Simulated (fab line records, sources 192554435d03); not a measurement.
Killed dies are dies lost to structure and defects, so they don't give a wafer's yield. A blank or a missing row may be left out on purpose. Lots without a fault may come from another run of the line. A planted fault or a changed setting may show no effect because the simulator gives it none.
Chamber matching | flow n5_finfet | N5_ILD0_CMP_07 on cmp-02: 4 sister chambers
The step polishes SiO2 flowable, stops on poly-Si, t overpolish 1.18 s, target thk 138.88 nm. 8 wafers are shown with their chamber, then 8 later ones without.

WAFERS WITH THEIR CHAMBER
wafer  | chamber | motor_current_A (A) | head_pressure_psi (psi)
L077.5 | 1       | 12.1                | 4.139
L078.1 | 1       | 12.2                | 4.152
L081.1 | 2       | 11.4                | 4.141
L081.3 | 3       | 12.4                | 4.149
L082.2 | 2       | 11.4                | 4.148
L082.4 | 0       | 12.7                | 4.151
L082.5 | 3       | 11.8                | 4.146
L088.2 | 0       | 12.0                | 4.146

WAFERS WITHOUT THEIR CHAMBER
wafer  | motor_current_A (A) | head_pressure_psi (psi)
L088.3 | 11.8                | 4.154
L088.5 | 11.9                | 4.145
L093.2 | 11.2                | 4.161
L093.3 | 11.8                | 4.157
L093.5 | 11.9                | 4.170
L094.1 | 11.4                | 4.147
L094.2 | 12.0                | 4.151
L094.3 | 11.2                | 4.146

WHICH CHAMBER EACH WENT THROUGH
wafer  | from the rows above               | in truth
L088.3 | can't be placed: 3 or 1 or 0 or 2 | 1
L088.5 | can't be placed: 3 or 1 or 0 or 2 | 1
L093.2 | can't be placed: 2 or 3 or 1 or 0 | 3
L093.3 | can't be placed: 3 or 0 or 1 or 2 | 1
L093.5 | can't be placed: 3 or 0 or 1 or 2 | 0
L094.1 | can't be placed: 2 or 3 or 1      | 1
L094.2 | can't be placed: 3 or 1 or 0 or 2 | 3
L094.3 | 2                                 | 2
Placed correctly: 1 of 8. Can't be placed from these rows: 7 (the true chamber is among the candidates in 7). Placed wrongly: 0.
How it was worked out, from the rows above alone: a wafer's distance from a chamber is the root of the sum, over the readings, of the square of ((its reading less the chamber's mean) divided by the reading's scatter). The wafer belongs to the nearest chamber; if the next one is less than 2 further off, it can't be placed. A chamber's mean is the mean of its shown wafers. The scatter: the root of (the sum of the squares of (reading less its chamber's mean) over the shown wafers, divided by (wafers less chambers)).
